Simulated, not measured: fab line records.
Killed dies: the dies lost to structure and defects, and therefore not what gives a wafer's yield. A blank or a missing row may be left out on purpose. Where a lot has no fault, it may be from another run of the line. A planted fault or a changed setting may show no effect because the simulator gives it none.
fab line records -- flow n5_finfet
[record] lots = 4, wafers = 12, last_day = 20
route steps=1938 shown STI_FIN_REVEAL@204 DUMMY_GATE@212 PASSIVATION@1936
lots with no fault: from the same line, run without faults
start_h: the number of hours between the record's first day and the start of the first shown wafer of the lot -- wait_h: time in hours since the lot's previous step -- " same as the row above -- L1.1+2: a single row standing in for several wafers -- - value missing, or start not given -- * or withheld: withheld -- < > ~ a bound
route shown NAME@n: names a module that has steps shown in the file, with the first one's number in the route -- usual: mean/standard deviation taken from wafers without a fault -- same: alike in all rows -- chamber/n: place in a boat -- sites: per-site readings -- _std_site: the values' standard deviation -- _edge_site: inner sites' mean taken away from outer sites' mean -- radius_mm: for every site, how far away it sits from the centre of the wafer -- mask NAME#n: copy n -- behind: the last tool/chamber to shape the wafer -- hold: why the lot was held/for how many hours/how that ended -- device: whichever transistor did not switch (one of n, p or np) -- end of line: the same wafers' tests at the end of the route -- a step without rows: its recipe alone -- killed: not the wafer's yield, but the dies lost to structure and defects at the first sort -- map: per-die view of a wafer (x killed, . not killed, _ where there is no die)
set.NAME: setting as actually run; set.NAME@STEP: the setting as run at that earlier step -- model.NAME: the simulator's own value behind a step, which no gauge read
certain route steps with their lots: each step a table, each wafer a row
[[steps]]
[step N5_STI_FIN_REVEAL_OXIDATION_33]
[recipe] chemistry = O2_PLASMA_REMOTE, temp_c = 150, time_s = 20, pressure_mtorr = 1000, source_power_w = 2000, o2_flow_sccm = 3000
[step N5_STI_FIN_REVEAL_CLEAN_19]
[recipe] chemistry = O3/DIW, temp_c = 25, time_s = 120, o3_ppm = 10
[step N5_STI_FIN_REVEAL_SRD_23]
[recipe] dry = ipa_marangoni, time_s = 30, temp_c = 23, rinse_liquid = diw
[step N5_STI_FIN_REVEAL_PRECLEAN_18]
[recipe] chemistry = SC2, time_s = 45, temp_c = 35, mix = 1:1:50
[step N5_STI_FIN_REVEAL_SRD_28]
[recipe] dry = ipa_marangoni, time_s = 30, temp_c = 23, rinse_liquid = diw
[step N5_DUMMY_GATE_PRECLEAN_00]
[recipe] chemistry = O3/DIW, time_s = 60, temp_c = 22, o3_ppm = 10
[step N5_DUMMY_GATE_SRD_01]
[recipe] time_s = 30, temp_c = 23, rinse_liquid = diw, dry = ipa_marangoni
[step N5_DUMMY_GATE_ALD_02]
[recipe] material = SiO2, target_thk_a = 20, temp_c = 300, ald_precursor_family = BDEAS, ald_co_reactant = O2-plasma, pulse_time_s = 1, pressure_torr = 2
[step N5_DUMMY_GATE_CVD_03]
[recipe] material = a-Si, target_thk_a = 1500, temp_c = 530, precursor = SiH4, time_s = 8042
[step N5_DUMMY_GATE_PRECLEAN_46]
[recipe] chemistry = DIW, time_s = 89.5, temp_c = 23
lot.wafer,tool,chamber,start_h,wait_h
L428.2+3+6,wet_bench-01,"3,2,4",66.25,0.0
L438.2+4+5,wet_bench-01,"6,3,2",126.98,0.0
L440.1+2+3,wet_bench-01,"3,0,4",137.13,0.0
L447.3+5+6,wet_bench-02,"7,0,5",183.64,0.0
[step N5_DUMMY_GATE_SRD_47]
[recipe] dry_time_s = 32, dry = n2_spin, spin_rpm = 1500
[step N5_DUMMY_GATE_CMP_04]
[recipe] material = a-Si, post_cmp_clean = alkaline_brush
[step N5_DUMMY_GATE_HM_DEP_06]
[recipe] material = SiNx, target_thk_a = 800, precursor = DCS/NH3, temp_c = 700, pressure_mtorr = 300, time_s = 5141
[step N5_DUMMY_GATE_PECVD_30]
[recipe] material = SiO2, target_thk_a = 550, temp_c = 400, precursor = TEOS/O2, pressure_torr = 6.5, rf_w = withheld, teos_flow_sccm = withheld, gas = O2, flow_sccm = 2650, time_s = 10.8
[step N5_DUMMY_GATE_COAT_34]
[recipe] resist = SOC, temp_c = 250, time_s = 60, spin_rpm = 1500, resist_thk_nm = 60
[step N5_DUMMY_GATE_COAT_35]
[recipe] resist = SiARC, temp_c = 220, time_s = 60, spin_rpm = 1500, resist_thk_nm = 10
[step N5_DUMMY_GATE_COAT_28]
[recipe] resist = underlayer, temp_c = 205, time_s = 60, spin_rpm = 1500, resist_thk_nm = 10
[step N5_DUMMY_GATE_COAT_09]
[recipe] resist = CAR-EUV, spin_rpm = 1500, resist_thk_nm = 30
[step N5_DUMMY_GATE_EBR_11]
[recipe] solvent = PGMEA, ebr_width_mm = 1.5
[step N5_DUMMY_GATE_SOFTBAKE_10]
[recipe] temp_c = 110, time_s = 60, resist = CAR-EUV
[step N5_DUMMY_GATE_EXPOSE_12]
[recipe] mask_id = GATE, na = 0.33, source_shape = annular, sigma_inner = 0.2, sigma_outer = 0.6, polarization = unpolarized, target_cd_nm = 25, dose_mj = 34
[step N5_DUMMY_GATE_PEB_13]
[recipe] peb_temp_c = 100, peb_time_s = 60, resist = CAR-EUV
[step N5_DUMMY_GATE_DEVELOP_14]
[recipe] develop_time_s = 30, developer = TMAH, resist = CAR-EUV, rinse_liquid = surfactant_rinse, dry = air_spin, dev_temp_c = 23
[step N5_DUMMY_GATE_DESCUM_20]
[recipe] chemistry = O2, time_s = 6.2, source_power_w = 50, bias_power_w = 20, pressure_mtorr = 20, rf_frequency_hz = 2.712e+07, temp_c = 40, resist = CAR-EUV, o2_flow_sccm = 225
[step N5_DUMMY_GATE_ETCH_29]
[recipe] chemistry = N2/H2, target = underlayer, target_depth_a = 130, ion_energy_ev = 200, pressure_mtorr = 30, source_w = 840, bias_w = 150, n2_flow_sccm = 200, h2_flow_sccm = 200
[step N5_DUMMY_GATE_ETCH_36]
[recipe] chemistry = CF4, target = SiARC, target_depth_a = 130, pressure_mtorr = 40, source_w = 545, bias_w = 36, Ar_flow_sccm = 100, cf4_flow_sccm = 100, ion_energy_ev = 80
[step N5_DUMMY_GATE_ETCH_37]
[recipe] chemistry = N2/H2, target = SOC, target_depth_a = 600, overetch_a = 300, temp_c = 40, ion_energy_ev = 200, pressure_mtorr = 30, source_w = 840, bias_w = 150, n2_flow_sccm = 200, h2_flow_sccm = 200
[step N5_DUMMY_GATE_STRIP_38]
[recipe] chemistry = N2/H2, temp_c = 40, n2_flow_sccm = 200, h2_flow_sccm = 200, rf_frequency_hz = 6e+07
[step N5_DUMMY_GATE_STRIP_39]
[recipe] chemistry = N2/H2, temp_c = 40, n2_flow_sccm = 200, h2_flow_sccm = 200, rf_frequency_hz = 6e+07
[step N5_DUMMY_GATE_TRIM_49]
[recipe] chemistry = O2, resist = SOC, time_s = 29, target_cd_nm = 14, source_power_w = 300, bias_power_w = 0, O2_flow_sccm = 100, temp_c = 20
[step N5_DUMMY_GATE_STRIP_40]
[recipe] chemistry = CF4, resist = SiARC, power_w = 300, bias_power_w = 75, pressure_mtorr = 50, cf4_flow_sccm = 150, rf_frequency_hz = 6e+07
[step N5_DUMMY_GATE_ETCH_31]
[recipe] chemistry = C4F6/O2, target = SiO2, mask_material = SOC, target_depth_a = 825, time_s = 27.5, ion_energy_ev = 250, pressure_mtorr = 30, source_w = 345, bias_w = 185, Ar_flow_sccm = 300, C4F6_flow_sccm = 10, O2_flow_sccm = 10
[step N5_DUMMY_GATE_STRIP_41]
[recipe] chemistry = O2, power_w = 400, temp_c = 40, pressure_mtorr = 30, rf_frequency_hz = 6e+07, bias_power_w = 0, overash_fraction = 0.3, o2_flow_sccm = 225
[step N5_DUMMY_GATE_HM_OPEN_21]
[recipe] chemistry = CH3F/O2, target = SiNx, target_depth_a = 1200, Ar_flow_sccm = 150, CH3F_flow_sccm = 30, O2_flow_sccm = 23, time_s = 171.4, pressure_mtorr = 30, source_w = 395, bias_w = 73, ion_energy_ev = 120.7
[step N5_PASSIVATION_PROBE_49]
[usual] defect_limited_yield = 91.3/1.4, killed_at_M0_to_M3 = 34/10, killed_at_M4_up = 14/5.5, killed_at_contacts = 12/6, killed_at_front_end = 40/10, killed_at_other = 3.0/2.4, killed_dies = 103/17, killed_on_rim = 13/4.3, killed_open = 68/13, killed_short = 34/7.8, sort_bin_5_function = 5.1/0.97, sort_bin_6_memory = 3.3/0.66, sort_n_pass = 1077/17, sort_yield_pct = 91.2/1.4
[same] gross_dies = 1180, killed_at_back_side = 0, sort_bin_4_leakage[%] = 0, sort_bin_8_speed[%] = 0
lot.wafer,tool,chamber,start_h,wait_h,defect_limited_yield[%],killed_at_M0_to_M3,killed_at_M4_up,killed_at_contacts,killed_at_front_end,killed_at_other,killed_dies,killed_on_rim,killed_open,killed_short,sort_bin_5_function[%],sort_bin_6_memory[%],sort_n_pass,sort_yield_pct[%]
L438.2,prober-01,-,401.51,0.1,83.9,31,7,5,147,0,190,12,38,41,11.8,3.0,990,83.9
L438.4,prober-01,-,401.61,0.2,82.5,34,13,14,142,4,207,33,68,32,11.5,3.6,973,82.5
L438.5,prober-01,-,401.66,0.2,85.9,19,3,8,126,10,166,30,60,35,9.5,3.2,1014,85.9
L440.1,prober-01,-,423.29,0.0,83.5,25,14,22,133,1,195,25,70,24,10.8,3.9,985,83.5
L440.2,prober-01,-,423.34,0.1,83.8,42,14,22,112,1,191,29,83,41,9.7,5.3,989,83.8
L440.3,prober-01,-,423.39,0.1,83.3,37,21,12,125,2,197,36,70,38,10.9,3.8,983,83.3
L447.3,prober-02,-,475.40,0.1,89.2,44,6,19,49,9,127,14,79,46,6.4,3.8,1053,89.2
L447.5,prober-02,-,475.50,0.2,91.8,34,10,7,42,4,97,17,55,41,4.6,3.0,1083,91.8
L447.6,prober-02,-,475.55,0.3,91.3,21,12,16,49,5,103,14,66,37,5.0,3.6,1077,91.3
// killed by level:class
L438.2 DUMMY_GATE:unspecified=109 BEOL_M0_SAQP:geometric_particle:short=11 FIN_SAQP:geometric_particle:short=9 FIN_SAQP:geometric_particle:open=9 ILD0:geometric_particle:short=6 BEOL_M0_SAQP:geometric_particle:open=5 DUMMY_GATE:geometric_particle:open=4 GATE_CUT:geometric_particle:short=4
L438.4 DUMMY_GATE:unspecified=101 MOL_CONTACT_COAG:geometric_particle:open=12 FIN_SAQP:geometric_particle:open=11 BEOL_M0_SAQP:geometric_particle:open=10 BEOL_M0_SAQP:geometric_particle:short=8 BEOL_M2:geometric_particle:short=5 STARTING-WAFER:geometric_particle:short=5 STI_FIN_REVEAL:geometric_particle:open=4
L438.5 DUMMY_GATE:unspecified=63 STI_FIN_REVEAL:geometric_particle:open=18 FIN_SAQP:geometric_particle:open=14 FIN_SAQP:geometric_particle:short=13 ILD0:geometric_particle:open=7 MOL_CONTACT_COAG:geometric_particle:open=7 BEOL_M0_SAQP:geometric_particle:short=7 PASSIVATION:area_etch=6
L440.1 DUMMY_GATE:unspecified=100 MOL_CONTACT_COAG:geometric_particle:open=20 BEOL_M2:geometric_particle:open=8 BEOL_M4:geometric_particle:open=7 GATE_CUT:geometric_particle:open=6 FIN_SAQP:geometric_particle:short=5 FIN_SAQP:geometric_particle:open=5 BEOL_M0_SAQP:geometric_particle:open=5
L440.2 DUMMY_GATE:unspecified=67 MOL_CONTACT_COAG:geometric_particle:open=20 FIN_SAQP:geometric_particle:open=14 FIN_SAQP:geometric_particle:short=10 BEOL_M0_SAQP:geometric_particle:open=10 BEOL_M0_SAQP:geometric_particle:short=7 BEOL_M3:geometric_particle:open=6 GATE_CUT:geometric_particle:short=5
L440.3 DUMMY_GATE:unspecified=88 BEOL_M2:geometric_particle:open=11 BEOL_M4:geometric_particle:open=11 FIN_SAQP:geometric_particle:open=9 FIN_SAQP:geometric_particle:short=9 MOL_CONTACT_COAG:geometric_particle:open=9 BEOL_M0_SAQP:geometric_particle:short=8 BEOL_M0_SAQP:geometric_particle:open=7
L447.3 MOL_CONTACT_COAG:geometric_particle:open=17 FIN_SAQP:geometric_particle:short=13 STI_FIN_REVEAL:geometric_particle:open=11 BEOL_M2:geometric_particle:open=10 BEOL_M0_SAQP:geometric_particle:short=9 FIN_SAQP:geometric_particle:open=7 BEOL_M1:geometric_particle:open=7 BEOL_M3:geometric_particle:open=5
L447.5 FIN_SAQP:geometric_particle:short=11 BEOL_M1:geometric_particle:open=9 FIN_SAQP:geometric_particle:open=8 BEOL_M3:geometric_particle:short=7 DUMMY_GATE:geometric_particle:open=5 BEOL_M3:geometric_particle:open=5 STI_FIN_REVEAL:geometric_particle:open=4 MOL_CONTACT_COAG:geometric_particle:open=4
L447.6 FIN_SAQP:geometric_particle:open=14 STI_FIN_REVEAL:geometric_particle:open=12 MOL_CONTACT_COAG:geometric_particle:open=12 FIN_SAQP:geometric_particle:short=8 BEOL_M3:geometric_particle:short=7 GATE_CUT:geometric_particle:short=4 GATE_CUT:geometric_particle:open=4 MOL_CONTACT_COAG:geometric_particle:short=4
// map L438.4 (x killed, . not)
_________________x..xx.......________________
______________xxxxxxxx.........._____________
___________xxxxxxxxxxx.....x.x....x__________
__________x.xxxxxxxxxx.............._________
________..x.xxxxxxxxxxx..............._______
_______...xxxxxxxxxxxxx.x.x........x...______
______......xxxxxxxxxx.x..x..x..x..x..x._____
_____x..xxxxxxxxxxxxxxx....x..xx.........____
____.......x.xxxxxxxxxx.......x.........x.___
___......x.x.x.x.x.xx...x................x.__
___.x.........x....x...x........x..........__
__....x.................................x..._
__.........x......x.....x....xx....x.x.x...x_
_....x..........x............................
_..............xx.................x..........
_.....x...x.....x..x....x...x.........x.....x
_.......................................x....
_...............................x......x.x...
_..........x.........x....x......x.x.....x..x
_........xx....x........................x....
_.......................................x....
__x......................x.....x............_
__.......x..........................x....x.._
___........x.........x....xx....x..........__
___x.......x............................x..__
____............x.....x.x.....x......x....___
_____...x...........x.................x..____
______...........x......................_____
_______.......x..........x....x.......x______
________.xx..........x................_______
__________xx.................xx..x.._________
___________..................x.x...__________
______________.x................_____________
_________________...x...x...x________________
// map L440.3 (x killed, . not)
_________________.....x..x...________________
______________x.............x..._____________
___________...........x......x.x...__________
__________..............x...x......._________
________.x.x............x............._______
_______...x...........x.......x.xx.....______
______x.x.x..x..x.x..............x......_____
_____..xx..................x.xx...x......____
____.x..x........x................x....x..___
___....................x...x..........x...x__
___.............x.x..x............x........__
__...x...........x....x...x.x..x............_
__x..............x................x.x..xx..x_
_........x..................x......x....x.xxx
_....x....x....x......x..............xxxxxx.x
_x...............x....x.x....x...x...xxxxxxxx
_..........................xx.......xxxxxxxxx
_................................xxxxxxxxxxxx
_.............x........x...........xxxxxxxxxx
_x................x...x............xxxxxxxxxx
_x.............................x.....xxxxxxxx
__...x.............................xxxxxxxxx_
__x..................x.............xx.xxxxxx_
___...................x..............x.....__
___......................................x.__
____.............x.x......x...............___
_____.....x.x................xx.....x....____
______...x........x..xx................._____
_______....xx..x...........x.........x.______
________.xx.........x................._______
__________...............x.........._________
___________...x.......x....x.......__________
______________..x...x..........._____________
_________________....x...x...________________
[[key]]
[first_sign] step = N5_PASSIVATION_PROBE_49, reading = killed_at_front_end, direction = up, sigmas = 8.7, usual = 40, struck = 131
[effect] step = N5_PASSIVATION_PROBE_49, reading = defect_limited_yield, direction = down, sigmas = 5.2, usual = 91.3, struck = 83.8
[more_kills_born_at] N5_DUMMY_GATE_PRECLEAN_46@wet_bench-01 = 528
met_at N5_DUMMY_GATE_PRECLEAN_46
struck_wafers L438.2,L438.4,L438.5,L440.1,L440.2,L440.3
onset_between 66.25 126.98
[fault] kind = chamber_particle_source, tool = wet_bench-01, chamber = -, onset_h = 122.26, steps = N5_DUMMY_GATE_PRECLEAN_46, rate_per_visit_cm2 = 0.60109, end_h = 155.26
